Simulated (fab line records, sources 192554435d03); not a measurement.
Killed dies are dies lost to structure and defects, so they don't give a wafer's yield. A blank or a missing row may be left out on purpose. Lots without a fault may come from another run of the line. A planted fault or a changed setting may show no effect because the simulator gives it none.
Which tool did it? | flow n5_finfet | 10 lots, 30 wafers sampled, at 5 steps of a route of 1938

WHAT THE GAUGES READ, wafer by wafer
N5_HKMG_FIN_OVL_MEAS_50. Usual: NDIPOLE_OVL 0.5 nm, standard deviation 0.74.
lot  | measured    | on         | NDIPOLE_OVL (nm) | flag
L744 | day 4 14:06 | overlay-02 | 0.9 1.0 0.0      |
L745 | day 4 21:52 | overlay-02 | 0.8 0.6 0.1      |
L746 | day 5 04:05 | overlay-02 | -0.5 0.2 0.0     |
L747 | day 5 09:25 | overlay-01 | 0.5 0.6 0.0      |
L750 | day 6 02:13 | overlay-01 | 0.8 0.2 1.1      |
L756 | day 7 13:49 | overlay-01 | 0.2 0.5 0.3      |
L757 | day 7 23:18 | overlay-02 | 0.8 -0.4 0.2     |
L758 | day 8 01:51 | overlay-01 | 1.4 1.8 0.6      |
L761 | day 8 17:50 | overlay-02 | 0.9 1.5 1.0      |
L765 | day 9 16:43 | overlay-02 | -1.3 0.1 -1.4    |

N5_HKMG_FIN_INSPECT_61: inspects for defects (macro). Usual: raw_defect_count 2.0, standard deviation 1.4.
lot  | measured    | on                | raw_defect_count | flag
L744 | day 4 14:07 | defect_inspect-01 | 4 3 1            |
L745 | day 4 21:53 | defect_inspect-02 | 3 1 4            |
L746 | day 5 04:07 | defect_inspect-02 | 3 0 0            |
L747 | day 5 09:27 | defect_inspect-01 | 2 2 1            |
L750 | day 6 02:14 | defect_inspect-02 | 2 1 2            |
L756 | day 7 13:50 | defect_inspect-02 | 5 1 1            |
L757 | day 7 23:19 | defect_inspect-02 | 1 3 2            |
L758 | day 8 01:52 | defect_inspect-02 | 2 1 0            |
L761 | day 8 17:52 | defect_inspect-02 | 3 2 2            |
L765 | day 9 16:44 | defect_inspect-02 | 2 0 2            |

N5_BEOL_M4_RC_MEAS_101. Usual: DIBL_N 36.0 mV/V, standard deviation 1.7; DIBL_P 36.0 mV/V, standard deviation 2; EOT_N 10.53, standard deviation 0.094; EOT_P 10.48, standard deviation 0.094; IOFF_N 0.156 nA/um, standard deviation 0.028; IOFF_P 0.21 nA/um, standard deviation 0.04; ION_N 673 uA/um, standard deviation 12; ION_P 463 uA/um, standard deviation 8.3; SS_N 71.4 mV/dec, standard deviation 0.6; SS_P 73.3 mV/dec, standard deviation 0.66; VT_N 250 mV, standard deviation 3; VT_P -250 mV, standard deviation 3.8.
lot  | measured     | on        | DIBL_N (mV/V)  | DIBL_P (mV/V)  | EOT_N             | EOT_P             | IOFF_N (nA/um)    | IOFF_P (nA/um) | ION_N (uA/um) | ION_P (uA/um) | SS_N (mV/dec)  | SS_P (mV/dec)  | VT_N (mV)   | VT_P (mV)      | flag
L744 | day 8 01:18  | prober-02 | 35.8 38.5 35.0 | 35.5 39.1 35.3 | 10.45 10.43 10.43 | 10.40 10.30 10.36 | 0.155 0.207 0.146 | 0.16 0.22 0.17 | 674 680 668   | 460 454 454   | 72.5 72.3 70.5 | 73.2 74.7 73.0 | 250 248 248 | -257 -251 -256 |
L745 | day 8 11:33  | prober-02 | 36.9 36.9 34.7 | 36.3 35.9 34.3 | 10.44 10.61 10.62 | 10.30 10.47 10.43 | 0.167 0.153 0.123 | 0.18 0.18 0.16 | 677 660 672   | 461 448 457   | 71.3 71.9 70.7 | 73.6 73.7 72.6 | 250 255 254 | -254 -255 -254 |
L746 | day 8 13:30  | prober-01 | 36.4 35.6 35.0 | 39.0 36.4 36.8 | 10.67 10.70 10.62 | 10.49 10.40 10.53 | 0.167 0.153 0.141 | 0.26 0.22 0.21 | 684 667 660   | 469 466 462   | 72.0 71.8 70.9 | 73.6 72.4 73.0 | 249 253 251 | -245 -247 -249 |
L747 | day 8 22:27  | prober-01 | 34.8 37.8 35.3 | 33.7 38.1 34.2 | 10.53 10.65 10.50 | 10.43 10.58 10.39 | 0.118 0.169 0.136 | 0.18 0.24 0.18 | 652 669 672   | 454 465 463   | 71.3 72.4 71.1 | 73.1 73.7 72.9 | 255 250 250 | -252 -246 -252 |
L750 | day 9 16:02  | prober-02 | 36.1 36.3 36.6 | 35.1 35.6 35.9 | 10.47 10.49 10.57 | 10.49 10.46 10.53 | 0.155 0.168 0.159 | 0.20 0.22 0.22 | 669 681 673   | 462 465 461   | 71.7 70.9 71.8 | 73.6 73.2 74.5 | 252 248 251 | -251 -247 -250 |
L756 | day 11 05:07 | prober-01 | 36.3 37.3 37.1 | 35.6 36.9 37.1 | 11.01 10.65 10.68 | 11.03 10.45 10.52 | 0.151 0.182 0.174 | 0.23 0.23 0.24 | 652 684 688   | 460 472 467   | 70.9 71.4 71.6 | 73.5 72.7 73.9 | 253 249 249 | -249 -248 -248 |
L757 | day 11 14:01 | prober-02 | 38.0 36.2 33.9 | 39.2 36.7 34.5 | 10.59 10.43 10.54 | 10.45 10.41 10.60 | 0.202 0.174 0.133 | 0.22 0.19 0.16 | 691 681 667   | 464 458 457   | 72.0 71.3 70.4 | 74.4 73.9 73.4 | 245 248 251 | -251 -252 -256 |
L758 | day 11 23:07 | prober-02 | 38.2 37.0 35.4 | 39.8 38.4 37.1 | 10.41 10.60 11.06 | 10.61 10.57 10.96 | 0.180 0.150 0.133 | 0.26 0.23 0.22 | 676 660 657   | 466 456 458   | 71.8 71.2 71.1 | 73.4 73.9 73.2 | 248 251 252 | -246 -247 -248 |
L761 | day 13 01:37 | prober-02 | 34.4 35.9 34.5 | 34.3 36.0 33.9 | 10.51 10.43 10.49 | 10.40 10.39 10.48 | 0.118 0.145 0.125 | 0.18 0.21 0.18 | 667 662 662   | 462 456 463   | 70.8 71.1 71.1 | 72.6 73.1 72.5 | 256 250 252 | -251 -251 -252 |
L765 | day 14 00:35 | prober-02 | 36.8 36.1 36.3 | 37.8 37.0 36.7 | 10.42 10.42 10.43 | 10.35 10.35 10.38 | 0.184 0.167 0.166 | 0.23 0.21 0.21 | 694 684 680   | 471 464 459   | 71.0 71.1 71.8 | 73.2 72.9 73.4 | 246 248 247 | -249 -251 -253 |

WHICH TOOL RAN EACH LOT (tool, then ch and the chambers of the sampled wafers, then the start)
lot  | N5_HKMG_FIN_DESCUM_53             | N5_HKMG_FIN_CVD_62
L744 | rie_diel-01 ch 1,2, day 4 14:14   | thermal_cvd_si-01 ch 0,1,2, day 4 15:58
L745 | rie_diel-06 ch 0,1, day 4 21:55   | thermal_cvd_si-02 ch 1,2, day 4 23:38
L746 | rie_diel-03 ch 0,1, day 5 04:14   | thermal_cvd_si-01 ch 0,1, day 5 05:58
L747 | rie_diel-01 ch 0,1,3, day 5 09:49 | thermal_cvd_si-02 ch 0,2, day 5 11:32
L750 | rie_diel-01 ch 1,3, day 6 02:24   | thermal_cvd_si-01 ch 0,2, day 6 04:10
L756 | rie_diel-03 ch 0,1, day 7 13:52   | thermal_cvd_si-01 ch 0,1,2, day 7 15:42
L757 | rie_diel-06 ch 0,1,2, day 7 23:22 | thermal_cvd_si-02 ch 0,1, day 8 01:05
L758 | rie_diel-03 ch 0,3, day 8 01:55   | thermal_cvd_si-01 ch 0,1,2, day 8 03:38
L761 | rie_diel-01 ch 1,3, day 8 18:04   | thermal_cvd_si-02 ch 0,1, day 8 19:48
L765 | rie_diel-01 ch 0,3, day 9 17:00   | thermal_cvd_si-02 ch 0,2, day 9 18:43
- N5_HKMG_FIN_DESCUM_53: chemistry O2, time 7.9 s.
- N5_HKMG_FIN_CVD_62: deposits a-Si from Si2H6, target thk 3 nm, time 20.8 s.

WHAT THE TOOLS THEMSELVES READ (means of the sampled wafers that have a number; where no wafer has one, the mark that the record gives instead)
N5_HKMG_FIN_DESCUM_53. Usual: drypump_motor_current_A 5.8 A, standard deviation 0.46; oes_product_au 0.80 a.u., standard deviation 0.1; rf_fwd_power_W 49.2 W, standard deviation 0.3; rf_vpp_V 243.4 V, standard deviation 1; showerhead_plenum_p_Torr 2.11 Torr, standard deviation 0.053; throttle_valve_pct 20.45 %, standard deviation 0.25.
lot  | tool        | drypump_motor_current_A (A) | oes_product_au (a.u.) | rf_fwd_power_W (W) | rf_vpp_V (V) | showerhead_plenum_p_Torr (Torr) | throttle_valve_pct (%) | flag
L744 | rie_diel-01 | 5.7                         | 0.78                  | 48.7               | 243.6        | 2.08                            | 20.33                  |
L745 | rie_diel-06 | 5.4                         | 0.88                  | 49.2               | 244.5        | 2.20                            | 20.23                  |
L746 | rie_diel-03 | 5.9                         | 0.77                  | 49.2               | 243.0        | 2.12                            | 20.69                  |
L747 | rie_diel-01 | 6.2                         | 0.78                  | 49.4               | 243.4        | 2.12                            | 20.41                  |
L750 | rie_diel-01 | 6.1                         | 0.83                  | 48.9               | 242.7        | 2.10                            | 20.16                  |
L756 | rie_diel-03 | 5.9                         | 0.93                  | 49.5               | 243.1        | 2.11                            | 20.44                  |
L757 | rie_diel-06 | 5.6                         | 0.79                  | 49.3               | 244.6        | 2.18                            | 20.42                  |
L758 | rie_diel-03 | 5.8                         | 0.97                  | 49.0               | 242.9        | 2.08                            | 20.17                  |
L761 | rie_diel-01 | 6.1                         | 0.80                  | 49.0               | 244.0        | 2.10                            | 20.19                  |
L765 | rie_diel-01 | 5.9                         | 0.78                  | 49.4               | 243.2        | 2.10                            | 20.50                  |

N5_HKMG_FIN_CVD_62. Usual: heater_power_w 1300 W, standard deviation 170; susceptor_temp_C 500.00 C, standard deviation 0.22.
lot  | tool              | heater_power_w (W) | susceptor_temp_C (C) | flag
L744 | thermal_cvd_si-01 | 1409               | 499.99               |
L745 | thermal_cvd_si-02 | 1190               | 500.02               |
L746 | thermal_cvd_si-01 | 1268               | 500.09               |
L747 | thermal_cvd_si-02 | 1193               | 499.95               |
L750 | thermal_cvd_si-01 | 1550               | 499.83               |
L756 | thermal_cvd_si-01 | 1299               | 487.42               | OFF
L757 | thermal_cvd_si-02 | 1166               | 499.98               |
L758 | thermal_cvd_si-01 | 1300               | 487.48               | OFF
L761 | thermal_cvd_si-02 | 1168               | 499.97               |
L765 | thermal_cvd_si-02 | 1209               | 500.04               |

THE ANSWER, worked out from the rows above alone
Rule: a lot is off if the mean of its wafers that have a number lies more than 3 standard deviations from the usual mean. A lot without any number at a reading at which 4 lots or more have one is off too. The other lots that the step has rows for count as sound. The gauges are gone through in route order, then the tools' own readings, and for those a lot's mean is taken as printed above. The first step at which some lot is off is used, and at that step the reading that is off furthest; a lot without a number counts as furthest.
Off: L756, L758, at N5_HKMG_FIN_CVD_62 (susceptor_temp_C).
A tool fits if, at that step or a process step before it, it ran every lot that is off, and no sound lot after the first of them. Can't be told from this: 2 tools fit, rie_diel-03 at N5_HKMG_FIN_DESCUM_53, thermal_cvd_si-01 at N5_HKMG_FIN_CVD_62.

WHAT THE SIMULATOR HAD PUT IN
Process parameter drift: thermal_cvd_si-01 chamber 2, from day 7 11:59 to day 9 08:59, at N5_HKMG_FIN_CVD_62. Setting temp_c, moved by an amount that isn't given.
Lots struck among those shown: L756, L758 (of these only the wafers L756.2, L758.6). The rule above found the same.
